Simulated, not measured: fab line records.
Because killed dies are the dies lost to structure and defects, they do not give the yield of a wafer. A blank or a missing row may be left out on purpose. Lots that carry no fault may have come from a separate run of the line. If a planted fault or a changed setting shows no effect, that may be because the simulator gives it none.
fab line records -- flow n5_finfet -- part 2 of 2: steps 5 to 6 of 6
record: lots: 24, wafers: 72, last_day: 17
route steps=1938 shown BEOL_M6@1233 BEOL_M7@1277 BEOL_M8@1332
lots with no fault: from the same line, run without faults
start_h: hours from the record's first day to the start of the lot's first wafer shown -- wait_h: hours elapsed since this lot's preceding step -- " as in the row above -- L1.1+2: several wafers, shown together as one row -- - value missing, or start not given -- * or withheld: withheld -- < > ~ a bound
route shown NAME@n: names a module that has steps shown in the file, with the first one's number in the route -- usual: average and standard deviation across the fault-free wafers -- same: alike in all rows -- chamber/n: place in a boat -- sites: readings site by site -- _std_site: standard deviation of those values -- _edge_site: outer sites' mean less inner sites' -- radius_mm: how far each site lies from the wafer's centre -- mask NAME#n: copy n -- behind: the most recent tool/chamber to have shaped the wafer -- hold: why the lot went on hold/how many hours it stayed there/how the hold came to an end -- device: whichever transistor did not switch (one of n, p or np) -- end of line: the route-end tests of the same wafers -- a step with no rows: only its recipe -- killed: not the wafer's yield, but the dies lost to structure and defects at the first sort -- map: shows each die of a wafer: x if killed, . if not, _ if none is there
set.NAME: the setting the step ran with; set.NAME@STEP: the setting that earlier step ran with -- model.NAME: the simulator's own value behind a step, which no gauge read
one table for each step of the route and one row for each wafer, over a sample of lots
services: a tool's chamber out of use, with start hour (start_h, from the record's first day; less than 0 if before it), hours out, and reason
== steps ==
step: N5_BEOL_M7_VIA_ETCH_34
recipe: chemistry: C4F6/O2, target: SiCOH_lowk, target_depth_a: 1255, mask_material: SOC, taper_deg: 4, time_s: 50.5, ion_energy_ev: 250, pressure_mtorr: 30, source_w: 345, bias_w: 185, Ar_flow_sccm: 300, C4F6_flow_sccm: 10, O2_flow_sccm: 10
usual: O2_flow_sccm: 9.998/0.029, drypump_motor_current_A: 5.8/0.49, oes_product_au: 0.79/0.073, rf_vpp_V: 668/15, showerhead_plenum_p_Torr: 2.83/0.055, throttle_valve_pct: 20.78/0.23
lot.wafer,tool,chamber,start_h,wait_h,O2_flow_sccm,drypump_motor_current_A,oes_product_au,rf_hours_counter_h,rf_vpp_V,showerhead_plenum_p_Torr,throttle_valve_pct
L074.2,rie_diel-05,2,190.20,0.0,9.965,5.9,0.82,101,646,2.86,20.60
L074.3,rie_diel-05,3,190.20,0.0,9.978,6.4,0.83,87,669,2.79,21.20
L074.4,rie_diel-05,1,190.20,0.0,9.975,5.7,0.74,-,651,2.92,20.60
L076.3,rie_diel-05,3,193.60,0.0,10.007,6.4,0.81,89,669,2.79,21.21
L076.4,rie_diel-05,0,193.60,0.0,10.026,5.8,0.71,225,681,2.81,20.90
L076.6,rie_diel-05,1,193.60,0.0,10.051,5.7,0.73,-,650,2.92,20.61
L075.1,rie_diel-05,1,198.19,0.0,10.033,5.7,0.74,166,650,2.92,20.60
L075.5,rie_diel-05,0,198.19,0.0,10.028,5.8,0.70,-,680,2.81,20.89
L075.6,rie_diel-05,1,198.19,0.0,10.021,5.7,0.73,-,651,2.92,20.61
L078.1,rie_diel-05,1,215.83,0.0,9.967,5.7,0.72,172,649,2.92,20.61
L078.5,rie_diel-05,3,215.83,0.0,10.000,6.4,0.80,-,666,2.79,21.21
L078.6,rie_diel-05,2,215.83,0.0,9.989,5.9,0.81,-,644,2.86,20.62
L077.3,rie_diel-03,3,223.37,0.0,10.003,6.7,0.81,102,658,2.84,20.54
L077.4,rie_diel-03,2,223.37,0.0,10.007,5.8,0.70,238,662,2.91,20.90
L077.6,rie_diel-03,0,223.37,0.0,9.971,5.3,0.84,-,687,2.77,20.86
L079.2,rie_diel-02,3,223.78,0.0,9.981,5.4,0.73,175,686,2.79,20.89
L079.4,rie_diel-02,2,223.78,0.0,9.984,6.4,0.70,176,667,2.83,21.03
L079.6,rie_diel-02,0,223.78,0.0,10.022,5.4,0.88,-,689,2.79,20.45
L080.4,rie_diel-03,1,240.79,0.0,9.993,4.8,0.89,35,685,2.90,20.68
L080.5,rie_diel-03,1,240.79,0.0,10.050,4.8,0.89,-,687,2.90,20.69
L080.6,rie_diel-03,0,240.79,0.0,9.962,5.3,0.82,-,686,2.76,20.87
L083.1,rie_diel-02,2,245.17,0.0,9.985,6.4,0.69,182,667,2.83,21.06
L083.3,rie_diel-02,3,245.17,0.0,9.998,5.4,0.72,181,687,2.79,20.91
L083.5,rie_diel-02,2,245.17,0.0,9.974,6.5,0.69,-,667,2.83,21.05
L081.1,rie_diel-02,1,245.57,0.0,10.057,5.7,0.79,110,669,2.76,20.81
L081.2,rie_diel-02,0,245.57,0.0,9.973,5.4,0.88,67,688,2.79,20.49
L081.5,rie_diel-02,3,245.57,0.0,9.979,5.4,0.73,-,684,2.79,20.90
L082.1,rie_diel-05,2,247.59,0.0,10.037,5.9,0.79,121,646,2.85,20.62
L082.3,rie_diel-05,0,247.59,0.0,9.967,5.8,0.70,243,680,2.80,20.92
L082.5,rie_diel-05,2,247.59,0.0,10.046,5.9,0.80,-,644,2.85,20.61
L085.1,rie_diel-03,1,257.50,0.0,10.015,4.8,0.88,40,685,2.89,20.71
L085.4,rie_diel-03,0,257.50,0.0,10.009,5.3,0.82,101,684,2.76,20.88
L085.5,rie_diel-03,0,257.50,0.0,9.952,5.3,0.81,-,683,2.76,20.88
L084.3,rie_diel-02,2,257.67,0.0,9.960,6.5,0.70,185,667,2.83,21.04
L084.4,rie_diel-02,3,257.67,0.0,10.028,5.4,0.73,185,687,2.79,20.90
L084.5,rie_diel-02,3,257.67,0.0,10.013,5.4,0.73,-,686,2.79,20.91
L086.2,rie_diel-05,1,268.48,0.0,10.029,5.7,0.71,190,648,2.91,20.65
L086.5,rie_diel-05,1,268.48,0.0,10.007,5.7,0.71,-,649,2.91,20.62
L086.6,rie_diel-05,2,268.48,0.0,9.997,5.9,0.79,-,644,2.85,20.63
L088.2,rie_diel-05,2,275.02,0.0,9.985,5.9,0.78,131,645,2.85,20.64
L088.4,rie_diel-05,3,275.02,0.0,9.986,6.4,0.79,-,666,2.78,21.24
L088.6,rie_diel-05,2,275.02,0.0,10.010,5.9,0.78,-,644,2.85,20.65
L087.1,rie_diel-02,0,285.15,0.0,10.019,5.4,0.86,77,690,2.79,20.49
L087.4,rie_diel-02,2,285.15,0.0,9.956,6.4,0.69,192,665,2.82,21.04
L087.5,rie_diel-02,3,285.15,0.0,10.032,5.4,0.73,-,687,2.79,20.92
L090.3,rie_diel-03,3,290.13,0.0,9.976,6.6,0.78,122,657,2.83,20.57
L090.5,rie_diel-03,2,290.13,0.0,9.999,5.8,0.98,-,660,2.91,20.53
L090.6,rie_diel-03,3,290.13,0.0,9.936,6.6,0.78,-,658,2.83,20.55
L092.3,rie_diel-02,1,290.48,0.0,9.967,5.7,0.77,121,669,2.75,20.84
L092.4,rie_diel-02,3,290.48,0.0,9.998,5.4,0.72,194,687,2.79,20.91
L092.5,rie_diel-02,0,290.48,0.0,9.989,5.4,0.85,-,689,2.79,20.49
L089.2,rie_diel-05,1,290.51,0.0,10.063,5.7,0.71,198,649,2.91,20.66
L089.4,rie_diel-05,2,290.51,0.0,10.027,5.9,0.78,-,645,2.84,20.65
L089.6,rie_diel-05,3,290.51,0.0,10.009,6.4,0.79,-,667,2.78,21.24
L091.1,rie_diel-05,1,295.25,0.0,9.986,5.7,0.71,201,650,2.91,20.67
L091.2,rie_diel-05,0,295.25,0.0,10.005,5.8,0.98,0,681,2.80,20.56
L091.6,rie_diel-05,0,295.25,0.0,9.969,5.8,0.99,-,681,2.80,20.54
L093.2,rie_diel-03,2,310.36,0.0,9.958,5.7,0.94,8,661,2.90,20.53
L093.4,rie_diel-03,2,310.36,0.0,9.969,5.7,0.92,-,660,2.90,20.54
L093.5,rie_diel-03,0,310.36,0.0,10.032,5.3,0.79,-,686,2.75,20.91
L095.1,rie_diel-03,0,310.79,0.0,10.024,5.3,0.80,120,686,2.75,20.90
L095.4,rie_diel-03,2,310.79,0.0,9.940,5.7,0.93,-,661,2.90,20.52
L095.5,rie_diel-03,3,310.79,0.0,9.980,6.6,0.78,-,656,2.83,20.57
L094.1,rie_diel-03,0,318.61,0.0,9.986,5.3,0.80,123,685,2.75,20.90
L094.2,rie_diel-03,1,318.61,0.0,10.047,4.8,0.86,58,685,2.89,20.72
L094.4,rie_diel-03,2,318.61,0.0,10.008,5.7,0.92,11,661,2.90,20.55
L097.1,rie_diel-05,2,332.16,0.0,10.030,5.9,0.77,150,644,2.84,20.68
L097.2,rie_diel-05,1,332.16,0.0,10.000,5.6,0.70,213,648,2.90,20.68
L097.6,rie_diel-05,0,332.16,0.0,10.028,5.8,0.93,-,679,2.79,20.55
L096.1,rie_diel-03,1,334.51,0.0,9.951,4.8,0.84,64,686,2.88,20.74
L096.2,rie_diel-03,2,334.51,0.0,10.029,5.7,0.90,17,660,2.90,20.55
L096.3,rie_diel-03,0,334.51,0.0,10.010,5.3,0.79,129,684,2.75,20.92
step: N5_BEOL_M8_ILD_DEP_00
recipe: material: SiCOH_lowk, target_thk_a: 1797.5, temp_c: 300, precursor: DEMS/porogen, pressure_torr: 5, rf_w: 500, time_s: 33.4
usual: heater_power_w: 358/61, showerhead_plenum_p_Torr: 5.739/0.026, throttle_valve_pct: 13.5/0.66
lot.wafer,tool,chamber,start_h,wait_h,heater_power_w,showerhead_plenum_p_Torr,throttle_valve_pct
L074.2,pecvd-01,0,193.41,0.0,318,5.743,13.8
L074.3,pecvd-01,2,193.41,0.0,347,5.694,12.7
L074.4,pecvd-01,1,193.41,0.0,473,5.702,13.5
L076.3,pecvd-03,0,196.55,0.0,295,5.749,12.7
L076.4,pecvd-03,2,196.55,0.0,263,5.724,13.0
L076.6,pecvd-03,0,196.55,0.0,301,5.755,12.9
L075.1,pecvd-03,2,201.65,0.0,251,5.759,13.0
L075.5,pecvd-03,1,201.65,0.0,360,5.755,14.3
L075.6,pecvd-03,0,201.65,0.0,299,5.731,12.7
L078.1,pecvd-01,0,219.77,0.0,290,5.774,13.8
L078.5,pecvd-01,0,219.77,0.0,297,5.769,13.9
L078.6,pecvd-01,1,219.77,0.0,399,5.719,13.5
L077.3,pecvd-03,1,226.87,0.0,406,5.767,14.2
L077.4,pecvd-03,0,226.87,0.0,306,5.755,12.8
L077.6,pecvd-03,1,226.87,0.0,421,5.759,14.1
L079.2,pecvd-01,1,227.39,0.0,466,5.724,13.5
L079.4,pecvd-01,0,227.39,0.0,322,5.765,13.9
L079.6,pecvd-01,2,227.39,0.0,336,5.700,12.4
L080.4,pecvd-01,1,245.61,0.1,465,5.707,13.5
L080.5,pecvd-01,2,245.61,0.1,356,5.698,12.9
L080.6,pecvd-01,0,245.61,0.1,290,5.760,13.8
L083.1,pecvd-03,1,247.77,0.0,357,5.752,14.1
L083.3,pecvd-03,0,247.77,0.0,317,5.747,13.0
L083.5,pecvd-03,1,247.77,0.0,368,5.765,14.1
L081.1,pecvd-01,2,248.52,0.0,362,5.688,12.6
L081.2,pecvd-01,0,248.52,0.0,300,5.759,13.9
L081.5,pecvd-01,2,248.52,0.0,360,5.706,12.8
L082.1,pecvd-03,0,251.07,0.0,318,5.735,13.1
L082.3,pecvd-03,1,251.07,0.0,409,5.764,14.0
L082.5,pecvd-03,2,251.07,0.0,269,5.763,13.3
L085.1,pecvd-04,0,260.18,0.0,441,5.731,14.0
L085.4,pecvd-04,1,260.18,0.0,365,5.759,13.8
L085.5,pecvd-04,2,260.18,0.0,368,5.729,15.2
L084.3,pecvd-04,0,261.44,0.0,441,5.742,14.1
L084.4,pecvd-04,1,261.44,0.0,366,5.745,13.8
L084.5,pecvd-04,2,261.44,0.0,351,5.728,14.9
L086.2,pecvd-03,1,271.35,0.0,418,5.762,14.2
L086.5,pecvd-03,1,271.35,0.0,413,5.765,13.9
L086.6,pecvd-03,0,271.35,0.0,340,5.751,12.9
L088.2,pecvd-04,1,278.42,0.0,353,5.742,13.8
L088.4,pecvd-04,1,278.42,0.0,360,5.751,13.5
L088.6,pecvd-04,0,278.42,0.0,424,5.734,14.0
L087.1,pecvd-01,0,287.95,0.0,273,5.767,13.9
L087.4,pecvd-01,2,287.95,0.0,379,5.696,12.6
L087.5,pecvd-01,0,287.95,0.0,285,5.782,14.0
L090.3,pecvd-01,1,294.06,0.0,456,5.723,13.7
L090.5,pecvd-01,0,294.06,0.0,322,5.764,13.9
L090.6,pecvd-01,1,294.06,0.0,459,5.713,13.6
L092.3,pecvd-04,0,294.39,0.0,452,5.743,13.8
L092.4,pecvd-04,1,294.39,0.0,366,5.740,13.7
L092.5,pecvd-04,2,294.39,0.0,345,5.726,15.1
L089.2,pecvd-03,2,295.04,0.0,267,5.749,13.0
L089.4,pecvd-03,0,295.04,0.0,317,5.746,12.6
L089.6,pecvd-03,2,295.04,0.0,262,5.758,13.0
L091.1,pecvd-03,2,300.12,0.0,244,5.754,13.0
L091.2,pecvd-03,1,300.12,0.0,397,5.763,13.9
L091.6,pecvd-03,1,300.12,0.0,404,5.765,14.2
L093.2,pecvd-04,0,313.87,0.0,443,5.746,14.3
L093.4,pecvd-04,2,313.87,0.0,368,5.716,15.0
L093.5,pecvd-04,0,313.87,0.0,441,5.744,14.1
L095.1,pecvd-01,0,314.60,0.0,319,5.775,13.8
L095.4,pecvd-01,0,314.60,0.0,325,5.759,13.9
L095.5,pecvd-01,0,314.60,0.0,330,5.776,13.9
L094.1,pecvd-01,0,321.97,0.0,354,5.759,14.0
L094.2,pecvd-01,2,321.97,0.0,385,5.702,12.8
L094.4,pecvd-01,0,321.97,0.0,344,5.771,14.0
L097.1,pecvd-01,2,336.22,0.0,400,5.700,12.9
L097.2,pecvd-01,0,336.22,0.0,318,5.739,13.6
L097.6,pecvd-01,2,336.22,0.0,403,5.692,12.9
L096.1,pecvd-01,1,338.37,0.0,484,5.704,13.6
L096.2,pecvd-01,0,338.37,0.0,351,5.775,14.0
L096.3,pecvd-01,2,338.37,0.0,367,5.691,12.6
== services ==
tool,chamber,start_h,hours,kind
rie_diel-05,-,159.80,1.1,repair
pecvd-04,-,168.14,0.8,repair
rie_diel-01,1,173.91,5.0,repair
rie_diel-06,1,187.11,16.2,repair
rie_diel-03,2,189.48,14.7,repair
rie_diel-01,2,201.16,-,clean
rie_diel-01,2,201.16,-,consumable_replace:focus_ring
rie_diel-01,2,201.16,-,consumable_replace:showerhead
rie_diel-01,2,201.16,13.0,scheduled_down
rie_diel-01,2,201.16,13.0,vent_cycle
rie_diel-04,1,204.77,9.1,repair
rie_diel-06,3,242.09,1.5,repair
rie_diel-06,0,242.48,1.3,repair
rie_diel-02,-,249.58,2.8,pm
rie_diel-04,0,276.72,15.8,repair
rie_diel-04,3,290.02,5.1,repair
rie_diel-04,2,293.54,9.1,repair
pecvd-01,-,297.19,1.4,repair
pecvd-01,1,314.37,13.0,repair
rie_diel-01,1,325.37,-,clean
rie_diel-01,1,325.37,-,consumable_replace:focus_ring
rie_diel-01,1,325.37,12.6,scheduled_down
rie_diel-01,1,325.37,12.6,vent_cycle
rie_diel-04,3,327.77,1.6,repair
